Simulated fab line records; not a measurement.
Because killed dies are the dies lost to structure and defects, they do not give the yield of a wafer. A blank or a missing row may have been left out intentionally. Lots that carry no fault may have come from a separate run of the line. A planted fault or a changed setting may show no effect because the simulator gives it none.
fab line records	flow nandHarc
record lots=11	wafers=33	lastDay=33
route steps=1302 shown P_M0@266 P_M1@299 END@1302
lots untouched by any fault: they come from a run of this same line in which no faults occurred
startH: hours from the record's first day to the start of the lot's first wafer shown	waitH: hours since the lot's step before	" repeats the value in the row above	L1.1+2: a row that stands for several wafers	- no value, or no start was given	* or withheld: withheld	< > ~ a bound
route shown NAME@n: a module of which the file shows steps, and the number in the route of the first	usual: the fault-free wafers' mean and standard deviation	same: alike in all rows	chamber/n: place in a boat	sites: each site's reading	_std_site: standard deviation across them	_edge_site: outer sites' mean less inner sites'	radiusMm: how far each site lies from the wafer's centre	mask NAME#n: copy n	behind: the last tool/chamber to shape the wafer	hold: what put the lot on hold/how long, in hours/how the hold closed	device: names the non-switching transistor (n, p or np)	end of line: the tests these same wafers got at the end of their route	for a step that has no rows: nothing shown but its recipe	killed: not the wafer's yield, but the dies lost to structure and defects at the first sort	map: a wafer's dies, marking killed ones x, the rest . and places with no die _
set.NAME: the setting that was run; set.NAME@STEP: the one run at that earlier step	model.NAME: the simulator's own value behind a step, which no gauge read
a sample of lots followed through the steps of the route, with each step as a table and each wafer as a row
services: from which hour (startH, from the record's first day; less than 0 if before it) a tool's chamber was out of use, for how many hours, and why
## steps
# step NHARC_P_M0_DESCUM_14
# recipe timeS=3	o2FlowSccm=200	arFlowSccm=0	biasPowerW=0	chemistry=O2
# usual drypumpMotorCurrentA=5.7/0.44	o2FlowSccm=200.1/0.64	oesProductAu=0.999/0.0084	rfVppV=57.8/0.89	showerheadPlenumPTorr=1.90/0.083	throttleValvePct=11.310/0.0093
lot.wafer	tool	chamber	startH	waitH	drypumpMotorCurrentA	o2FlowSccm	oesProductAu	rfHoursCounterH	rfVppV	showerheadPlenumPTorr	throttleValvePct
L103.3	rieDiel-02	0	132.88	0.1	5.8	199.9	1.006	17	56.9	1.81	11.310
L103.1	"	2	"	"	5.1	201.6	0.987	16	57.9	1.92	11.302
L103.6	"	0	"	"	5.8	199.7	1.003	-	56.2	1.81	11.328
L111.2	rieDiel-02	0	227.86	0.1	5.8	199.8	1.006	0	56.8	1.81	11.317
L111.3	"	1	"	"	6.2	200.0	0.998	0	58.3	2.03	11.303
L111.1	"	2	"	"	5.1	200.5	0.998	0	58.0	1.92	11.308
L112.3	rieDiel-02	2	230.88	0.1	5.1	200.3	0.995	0	58.2	1.92	11.306
L112.2	"	0	"	"	5.8	199.9	1.004	0	58.8	1.81	11.334
L112.6	"	2	"	"	5.1	200.5	0.997	-	58.8	1.92	11.330
L115.4	rieDiel-03	3	247.89	0.1	5.6	200.0	1.010	47	57.5	1.93	11.312
L115.1	"	1	"	"	6.4	199.9	0.995	48	57.2	1.80	11.303
L115.6	"	3	"	"	5.6	199.7	0.999	-	58.1	1.93	11.314
L116.2	rieDiel-02	3	271.94	0.1	6.1	200.2	1.002	8	57.6	1.87	11.311
L116.3	"	2	"	"	5.1	199.6	0.998	7	58.7	1.92	11.301
L116.5	"	3	"	"	6.1	199.9	0.998	-	55.6	1.87	11.308
L117.2	rieDiel-10	0	282.16	0.1	5.2	201.3	0.990	10	59.2	1.88	11.323
L117.3	"	1	"	"	6.0	200.5	1.008	10	58.5	1.81	11.332
L117.5	"	2	"	"	5.1	199.8	0.999	-	56.5	1.93	11.308
L118.2	rieDiel-02	0	287.71	0.1	5.8	200.6	1.002	9	56.1	1.81	11.304
L118.3	"	3	"	"	6.1	199.9	0.996	11	57.8	1.87	11.322
L118.5	"	0	"	"	5.8	200.7	0.991	-	58.5	1.80	11.305
L119.1	rieDiel-10	1	291.74	0.1	6.0	199.2	1.003	13	59.0	1.81	11.302
L119.5	"	2	"	"	5.1	199.6	0.995	-	57.8	1.93	11.305
L119.6	"	3	"	"	5.5	200.2	1.009	-	57.8	1.77	11.305
L121.1	rieDiel-02	2	310.79	0.1	5.1	200.8	0.997	14	58.8	1.91	11.313
L121.2	"	0	"	"	5.8	199.9	0.995	11	57.7	1.80	11.303
L121.3	"	1	"	"	6.2	200.7	0.979	13	57.4	2.02	11.299
L123.4	rieDiel-02	1	329.39	0.1	6.2	199.2	0.978	15	59.0	2.02	11.316
L123.3	"	3	"	"	6.1	198.9	0.987	17	58.2	1.86	11.312
L123.6	"	2	"	"	5.1	199.6	0.991	-	59.4	1.91	11.313
L125.1	rieDiel-02	1	354.19	0.1	6.2	200.9	0.988	18	58.5	2.02	11.311
L125.2	"	2	"	"	5.1	199.8	1.007	19	58.9	1.91	11.306
L125.6	"	0	"	"	5.8	200.1	1.006	-	57.5	1.80	11.323
# step NHARC_P_M1_ETCH_35
# recipe targetDepthA=400	overetchA=120	timeS=43.94	ionEnergyEv=200	n2FlowSccm=150	h2FlowSccm=150	arFlowSccm=0	rfW=400	biasW=150	chemistry=N2/H2
# usual biasW=150.0/0.45	chamberPressureMTorr=30.001/0.028	drypumpMotorCurrentA=5.7/0.51	n2FlowSccm=150.0/0.44	oesProductAu=1.002/0.0093	rfVppV=431.9/1.9	showerheadPlenumPTorr=2.09/0.071	throttleValvePct=14.170/0.0081
lot.wafer	tool	chamber	startH	waitH	biasW	chamberPressureMTorr	drypumpMotorCurrentA	n2FlowSccm	oesProductAu	rfHoursCounterH	rfVppV	showerheadPlenumPTorr	throttleValvePct
L103.3	rieDiel-09	0	137.59	0.1	150.3	29.982	6.3	149.6	1.010	10	430.9	2.04	14.174
L103.1	"	1	"	"	150.1	29.972	5.5	149.9	1.008	9	431.9	2.06	14.184
L103.6	"	0	"	"	149.9	29.971	6.3	150.4	0.986	-	429.3	2.04	14.163
L111.1	rieDiel-09	3	232.01	0.1	-	-	-	-	-	-	-	-	-
L111.2	"	0	"	"	-	-	-	-	-	-	-	-	-
L111.3	"	1	"	"	-	-	-	-	-	-	-	-	-
L112.3	rieDiel-09	2	235.61	0.1	-	-	-	-	-	-	-	-	-
L112.2	"	1	"	"	-	-	-	-	-	-	-	-	-
L112.6	"	2	"	"	-	-	-	-	-	-	-	-	-
L115.4	rieDiel-05	0	252.39	0.1	150.3	29.971	5.0	149.7	0.998	1	429.5	1.97	14.177
L115.1	"	3	"	"	149.9	30.012	5.0	149.9	0.993	1	431.9	2.09	14.166
L115.6	"	1	"	"	150.2	29.937	5.5	150.0	1.019	-	432.3	2.13	14.168
L116.3	rieDiel-05	1	276.10	0.1	150.4	30.003	5.5	149.6	1.020	3	432.1	2.12	14.161
L116.2	"	2	"	"	150.4	30.025	6.4	149.9	1.000	3	433.5	2.19	14.162
L116.5	"	2	"	"	150.2	30.009	6.4	150.2	1.005	-	433.3	2.19	14.164
L117.2	rieDiel-09	2	286.21	0.1	149.6	29.979	6.3	150.2	0.986	7	434.4	2.15	14.164
L117.3	"	0	"	"	150.3	29.999	6.3	149.5	1.005	8	430.7	2.03	14.176
L117.5	"	1	"	"	149.8	30.004	5.6	150.6	1.012	-	432.6	2.06	14.174
L118.2	rieDiel-09	3	291.84	0.1	150.5	29.990	5.4	149.2	1.000	8	435.8	2.14	14.151
L118.3	"	1	"	"	150.0	30.071	5.5	149.8	1.009	8	431.6	2.06	14.179
L118.5	"	3	"	"	150.1	30.044	5.5	149.7	1.008	-	434.4	2.14	14.166
L119.1	rieDiel-08	2	295.86	0.1	149.2	30.042	5.8	150.4	1.020	27	433.8	2.13	14.174
L119.6	"	2	"	"	150.0	29.971	5.7	149.7	1.015	-	431.7	2.13	14.168
L119.5	"	3	"	"	150.0	30.033	6.3	150.3	1.003	-	426.9	1.91	14.163
L121.3	rieDiel-09	3	314.93	0.1	150.2	29.993	5.5	149.6	0.999	10	431.5	2.14	14.177
L121.1	"	1	"	"	149.7	30.007	5.5	149.3	1.003	10	432.2	2.06	14.166
L121.2	"	2	"	"	150.1	30.030	6.3	149.6	1.000	9	434.2	2.15	14.163
L123.4	rieDiel-05	1	333.51	0.1	149.9	30.024	5.5	149.7	1.020	7	432.3	2.12	14.163
L123.3	"	2	"	"	150.4	30.015	6.4	150.0	1.023	6	434.6	2.19	14.175
L123.6	"	2	"	"	150.0	30.000	6.4	150.1	1.009	-	434.0	2.19	14.163
L125.2	rieDiel-09	3	358.20	0.1	149.4	29.999	5.5	150.3	0.989	2	434.1	2.14	14.176
L125.1	"	1	"	"	148.8	29.989	5.5	150.1	1.023	2	430.6	2.06	14.165
L125.6	"	0	"	"	149.6	29.994	6.3	150.1	1.004	-	430.5	2.03	14.174
# step NHARC_P_M1_PRE_CLEAN_30
# recipe timeS=30	tempC=280	gas=H2/He
# usual heaterPowerW=430/41
lot.wafer	tool	chamber	startH	waitH	heaterPowerW
L103.3	pvdSputter-01	-	-	-	474
L103.1	"	-	"	"	406
L103.6	"	-	"	"	455
L111.2	pvdSputter-03	-	-	-	414
L111.3	"	-	"	"	344
L111.1	"	-	"	"	414
L112.3	pvdSputter-01	-	-	-	473
L112.2	"	-	"	"	405
L112.6	"	-	"	"	391
L115.4	pvdSputter-02	-	-	-	474
L115.1	"	-	"	"	481
L115.6	"	-	"	"	487
L116.2	pvdSputter-01	-	-	-	384
L116.3	"	-	"	"	387
L116.5	"	-	"	"	462
L117.2	pvdSputter-01	-	-	-	380
L117.3	"	-	"	"	401
L117.5	"	-	"	"	388
L118.2	pvdSputter-01	-	-	-	384
L118.3	"	-	"	"	465
L118.5	"	-	"	"	385
L119.1	pvdSputter-02	-	-	-	433
L119.6	"	-	"	"	455
L119.5	"	-	"	"	495
L121.2	pvdSputter-01	-	-	-	473
L121.1	"	-	"	"	472
L121.3	"	-	"	"	388
L123.4	pvdSputter-02	-	-	-	399
L123.3	"	-	"	"	472
L123.6	"	-	"	"	437
L125.2	pvdSputter-01	-	-	-	399
L125.1	"	-	"	"	476
L125.6	"	-	"	"	469
# step NHARC_P_M1_PVD_20
# recipe targetThkA=50	biasV=168.6	powerW=15000	chamberPressurePa=0.12	timeS=8.06	substrateTempC=50	material=TaN
# usual substrateTempC=49.99/0.13	throttleValvePct=30.4/0.7
lot.wafer	tool	chamber	startH	waitH	substrateTempC	throttleValvePct
L103.1	pvdSputter-01	-	-	-	50.26	30.7
L103.3	"	-	"	"	50.01	30.4
L103.6	"	-	"	"	50.00	30.4
L111.3	pvdSputter-03	-	-	-	50.00	28.5
L111.1	"	-	"	"	50.12	31.4
L111.2	"	-	"	"	49.88	30.6
L112.2	pvdSputter-01	-	-	-	50.08	30.0
L112.3	"	-	"	"	50.04	29.8
L112.6	"	-	"	"	49.89	30.9
L115.1	pvdSputter-02	-	-	-	50.04	30.2
L115.4	"	-	"	"	50.26	30.1
L115.6	"	-	"	"	49.79	30.4
L116.2	pvdSputter-01	-	-	-	50.20	29.9
L116.3	"	-	"	"	50.16	29.6
L116.5	"	-	"	"	49.90	29.7
L117.3	pvdSputter-01	-	-	-	49.88	30.9
L117.2	"	-	"	"	50.15	29.9
L117.5	"	-	"	"	49.79	30.9
L118.2	pvdSputter-01	-	-	-	49.83	30.8
L118.3	"	-	"	"	49.79	29.9
L118.5	"	-	"	"	50.06	29.7
L119.1	pvdSputter-02	-	-	-	50.09	30.9
L119.5	"	-	"	"	50.19	31.6
L119.6	"	-	"	"	49.86	29.5
L121.1	pvdSputter-01	-	-	-	50.03	30.7
L121.3	"	-	"	"	49.92	29.6
L121.2	"	-	"	"	49.78	31.0
L123.3	pvdSputter-02	-	-	-	49.88	29.7
L123.4	"	-	"	"	49.93	31.7
L123.6	"	-	"	"	49.91	31.0
L125.2	pvdSputter-01	-	-	-	49.73	31.1
L125.1	"	-	"	"	50.25	29.9
L125.6	"	-	"	"	49.88	30.8
# step NHARC_END_SORT_01
# recipe tempC=25
# usual defectLimitedYield=90.6/2.3	killedAtArray=59/16	killedAtOther=0.8/1.1	killedAtPeriphery=3.6/2.4	killedDies=64/16	killedOpen=3.4/1.8	killedShort=2.5/1.6
# same grossDies=677
lot.wafer	tool	chamber	startH	waitH	defectLimitedYield[%]	killedAtArray	killedAtOther	killedAtPeriphery	killedDies	killedOpen	killedShort
L111.1	prober-02	0	690.10	2.5	0	64	1	612	677	5	1
L111.2	prober-02	0	690.90	2.8	0	60	3	614	677	2	1
L111.3	prober-02	0	691.70	3.1	0	52	0	625	677	3	0
L112.2	prober-02	0	698.70	2.8	0	67	0	610	677	6	0
L112.3	prober-02	0	699.51	3.1	0	67	0	610	677	5	4
L112.6	prober-02	0	701.94	4.0	0	61	1	615	677	0	2
L123.3	prober-02	0	781.13	3.1	91.1	48	2	10	60	2	2
L123.4	prober-02	0	781.94	3.5	91.4	50	4	4	58	4	1
L123.6	prober-02	0	783.58	4.1	92.5	44	2	5	51	1	1
# killed by level:class
L111.1 P_M1:areaEtch=604 A_CHANNEL_HOLE_D1:chamberFilmFlake=29 A_CHANNEL_HOLE_D2:chamberFilmFlake=16 A_CONTACT:chamberFilmFlake=5 P_M0:chamberFilmFlake=5 A_STAIRCASE:chamberFilmFlake=4 A_DECK1_JOINT:chamberFilmFlake=3 A_CHANNEL_FILL_D1:chamberFilmFlake=2
L111.2 P_M1:areaEtch=612 A_CHANNEL_HOLE_D1:chamberFilmFlake=35 A_CHANNEL_HOLE_D2:chamberFilmFlake=14 A_STAIRCASE:chamberFilmFlake=3 THIN_TSV:chamberFilmFlake=3 A_CHANNEL_FILL_D1:chamberFilmFlake=2 A_DECK1_JOINT:chamberFilmFlake=2 P_GATE:geometricParticle:open=1
L111.3 P_M1:areaEtch=617 A_CHANNEL_HOLE_D1:chamberFilmFlake=29 A_CHANNEL_HOLE_D2:chamberFilmFlake=8 P_M0:chamberFilmFlake=5 A_CHANNEL_FILL_D1:chamberFilmFlake=4 A_STAIRCASE:chamberFilmFlake=4 A_CONTACT:chamberFilmFlake=4 P_CONTACT:geometricParticle:open=2
L112.2 P_M1:areaEtch=606 A_CHANNEL_HOLE_D1:chamberFilmFlake=35 A_SLIT:chamberFilmFlake=24 A_ONON_D2:geometricParticle:open=2 P_M2:geometricParticle:open=1 A_CHANNEL_FILL_D1:geometricParticle:open=1 A_SLIT:geometricParticle:open=1 A_M0:geometricParticle:open=1
L112.3 P_M1:areaEtch=607 A_SLIT:chamberFilmFlake=29 A_CHANNEL_HOLE_D1:chamberFilmFlake=22 A_CONTACT:chamberFilmFlake=4 P_M0:chamberFilmFlake=2 P_GATE:geometricParticle:open=1 A_SOURCE_PLATE:geometricParticle:short=1 A_CHANNEL_HOLE_D1:geometricParticle:open=1
L112.6 P_M1:areaEtch=613 A_CHANNEL_HOLE_D1:chamberFilmFlake=29 A_SLIT:chamberFilmFlake=20 A_CONTACT:chamberFilmFlake=4 A_CHANNEL_HOLE_D2:chamberFilmFlake=2 A_STAIRCASE:chamberFilmFlake=2 A_WL_FILL:chamberFilmFlake=2 A_ONON_D1:geometricParticle:short=1
L123.3 A_SLIT:chamberFilmFlake=32 P_GATE:chamberFilmFlake=9 A_STAIRCASE:chamberFilmFlake=4 A_CONTACT:chamberFilmFlake=3 A_CHANNEL_HOLE_D1:unspecified=2 A_CHANNEL_HOLE_D2:chamberFilmFlake=2 THIN_TSV:chamberFilmFlake=2 A_CHANNEL_FILL_D1:geometricParticle:short=1
L123.4 A_SLIT:chamberFilmFlake=34 THIN_TSV:chamberFilmFlake=4 P_GATE:chamberFilmFlake=3 A_STAIRCASE:chamberFilmFlake=3 A_BLC:geometricParticle:open=2 A_ZERO_WELL:chamberFilmFlake=2 A_CHANNEL_HOLE_D1:unspecified=2 A_CHANNEL_HOLE_D1:chamberFilmFlake=2
L123.6 A_SLIT:chamberFilmFlake=30 P_GATE:chamberFilmFlake=5 A_CONTACT:chamberFilmFlake=4 A_CHANNEL_HOLE_D1:unspecified=3 A_CHANNEL_HOLE_D1:chamberFilmFlake=2 THIN_TSV:chamberFilmFlake=2 A_CHANNEL_HOLE_D1:geometricParticle:short=1 A_M0:geometricParticle:open=1
## services
tool	chamber	startH	hours	kind
pvdSputter-02	-	109.05	3.2	repair
rieDiel-02	3	115.62	8.6	repair
rieDiel-02	-	115.79	1.3	repair
rieDiel-05	0	130.62	3.1	repair
rieDiel-09	-	143.10	9.0	pm
rieDiel-09	-	158.59	0.2	repair
pvdSputter-03	-	180.95	10.0	pm
pvdSputter-03	-	192.77	2.6	repair
pvdSputter-02	-	207.87	0.5	repair
rieDiel-02	-	216.71	9.0	pm
rieDiel-09	2	224.57	11.0	repair
pvdSputter-01	-	226.00	10.0	pm
rieDiel-05	-	229.60	9.0	pm
rieDiel-02	0	242.31	7.8	repair
rieDiel-10	-	242.88	9.0	pm
rieDiel-09	1	254.00	2.1	repair
rieDiel-09	2	254.46	2.9	repair
rieDiel-02	0	258.58	3.3	repair
pvdSputter-02	-	273.09	8.9	repair
pvdSputter-02	-	282.00	10.0	pm
rieDiel-02	0	292.32	6.6	repair
rieDiel-09	0	297.54	1.7	repair
rieDiel-05	2	318.10	5.7	repair
rieDiel-09	-	320.10	9.0	pm
## key
firstSign step=NHARC_P_M1_ETCH_35	reading=toolRecord	direction=missing
effect step=NHARC_END_SORT_01	reading=killedAtPeriphery	direction=up	sigmas=99+	usual=3.6	struck=614.3
moreKillsBornAt NHARC_P_M1_ETCH_35@rieDiel-09=3659
metAt NHARC_P_M1_ETCH_35
struckLots L111,L112
laterRowsLeftOut L111.1,L111.2,L111.3,L112.2,L112.3,L112.6
notActingAt NHARC_P_M0_DESCUM_14,NHARC_P_M1_PRE_CLEAN_30,NHARC_P_M1_PVD_20
onsetBetween 137.59 232.01
fault kind=skippedStepWhole	tool=rieDiel-09	chamber=-	onsetH=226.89	steps=NHARC_P_M1_ETCH_35	scope=struckLotsOnly
# laterRowsLeftOut: the simulator's readings of these wafers behind a module that went badly wrong aren't trusted and aren't shown, but for the sort
